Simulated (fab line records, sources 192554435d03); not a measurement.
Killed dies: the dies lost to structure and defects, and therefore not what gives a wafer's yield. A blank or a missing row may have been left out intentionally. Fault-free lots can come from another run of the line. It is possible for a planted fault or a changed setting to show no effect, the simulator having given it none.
Matching of chambers | flow n5Finfet | N5_BEOL_M4_DESCUM_33 on rieDiel-01 has 4 sister chambers
The step chemistry O2, time 7 s. 4 wafers are shown with their chamber, then 11 later ones without.

WAFERS WITH THEIR CHAMBER
wafer  | chamber | showerheadPlenumPTorr (Torr)
L082.2 | 1       | 2.13
L082.3 | 2       | 2.04
L090.5 | 0       | 2.03
L093.1 | 3       | 2.23

WAFERS WITHOUT THEIR CHAMBER
wafer  | showerheadPlenumPTorr (Torr)
L093.3 | 2.12
L093.4 | 2.04
L092.3 | 2.04
L092.4 | 2.23
L092.5 | 2.12
L095.2 | 2.03
L095.5 | 2.03
L095.6 | 2.23
L096.2 | 2.03
L096.3 | 2.23
L096.5 | 2.03

CHAMBER TAKEN BY EACH
wafer  | from the rows above | in truth
L093.3 | 1                   | 1
L093.4 | 2                   | 2
L092.3 | 2                   | 2
L092.4 | 3                   | 3
L092.5 | 1                   | 1
L095.2 | 0                   | 0
L095.5 | 0                   | 0
L095.6 | 3                   | 3
L096.2 | 0                   | 0
L096.3 | 3                   | 3
L096.5 | 0                   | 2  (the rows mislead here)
Placed correctly: 10 of 11. Not placeable from these rows: 0. Wrongly placed: 1.
How it was worked out, from the rows above alone: a wafer's distance from a chamber is the root of the sum, over the readings, of the square of ((its reading less the chamber's mean) divided by the reading's scatter). If the next closest chamber is less than 2 further off than the closest, the wafer can't be placed; otherwise it belongs to the closest. Each chamber's mean is taken over the wafers shown for it. The scatter: with one shown wafer a chamber, the root of the mean of the squares of how far each hidden wafer lies from its nearest shown one.
